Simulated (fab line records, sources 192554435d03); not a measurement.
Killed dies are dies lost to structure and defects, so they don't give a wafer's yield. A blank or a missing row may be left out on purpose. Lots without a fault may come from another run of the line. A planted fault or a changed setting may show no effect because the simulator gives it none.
Chamber matching | flow n5_finfet | N5_BEOL_M13_ILD_DEP_00 on pecvd-01: 3 sister chambers
The step deposits SiOC from DEMS/O2, target thk 837.92 nm, time 166.4 s. 14 wafers are shown with their chamber, then 7 later ones without.

WAFERS WITH THEIR CHAMBER
wafer  | chamber | throttle_valve_pct (%) | showerhead_plenum_p_Torr (Torr) | heater_power_w (W)
L078.2 | 1       | 11.4                   | 5.692                           | 514
L078.4 | 1       | 11.5                   | 5.669                           | 557
L078.6 | 2       | 11.2                   | 5.698                           | 546
L079.2 | 0       | 11.0                   | 5.659                           | 570
L079.3 | 2       | 10.9                   | 5.684                           | 524
L079.6 | 0       | 10.9                   | 5.679                           | 566
L086.1 | 1       | 11.7                   | 5.685                           | 540
L086.4 | 1       | 11.6                   | 5.687                           | 448
L086.6 | 2       | 11.2                   | 5.685                           | 549
L087.1 | 1       | 11.3                   | 5.680                           | 455
L087.4 | 0       | 11.0                   | 5.675                           | 467
L087.5 | 2       | 11.0                   | 5.685                           | 442
L092.1 | 0       | 11.0                   | 5.668                           | 509
L092.2 | 2       | 11.1                   | 5.697                           | 531

SIGNATURES (means of the wafers above)
reading                  | chamber 0 | chamber 1 | chamber 2 | scatter within a chamber
throttle_valve_pct       | 10.975    | 11.500    | 11.080    | 0.126
showerhead_plenum_p_Torr | 5.67025   | 5.68260   | 5.68980   | 0.00817
heater_power_w           | 528.00    | 502.80    | 518.40    | 47.4
Rule: a wafer's distance from a chamber is the root of the sum, over the readings, of the square of ((its reading less the chamber's mean) divided by the reading's scatter). The wafer belongs to the nearest chamber; if the next one is less than 2 further off, it can't be placed. The scatter: the root of (the sum of the squares of (reading less its chamber's mean) over the shown wafers, divided by (wafers less chambers)).

WAFERS WITHOUT THEIR CHAMBER
wafer  | throttle_valve_pct (%) | showerhead_plenum_p_Torr (Torr) | heater_power_w (W)
L092.6 | 11.0                   | 5.661                           | 544
L093.1 | 11.7                   | 5.691                           | 474
L093.4 | 11.2                   | 5.704                           | 499
L093.5 | 11.5                   | 5.685                           | 503
L095.1 | 11.2                   | 5.679                           | 571
L095.2 | 11.5                   | 5.678                           | 490
L095.4 | 11.5                   | 5.689                           | 525

WHICH CHAMBER EACH WENT THROUGH
wafer  | from the rows above          | in truth
L092.6 | 0                            | 0
L093.1 | 1                            | 1
L093.4 | can't be placed: 2 or 1      | 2
L093.5 | 1                            | 1
L095.1 | can't be placed: 2 or 0 or 1 | 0
L095.2 | 1                            | 1
L095.4 | 1                            | 1
Placed correctly: 5 of 7. Can't be placed from these rows: 2 (the true chamber is among the candidates in 2). Placed wrongly: 0.
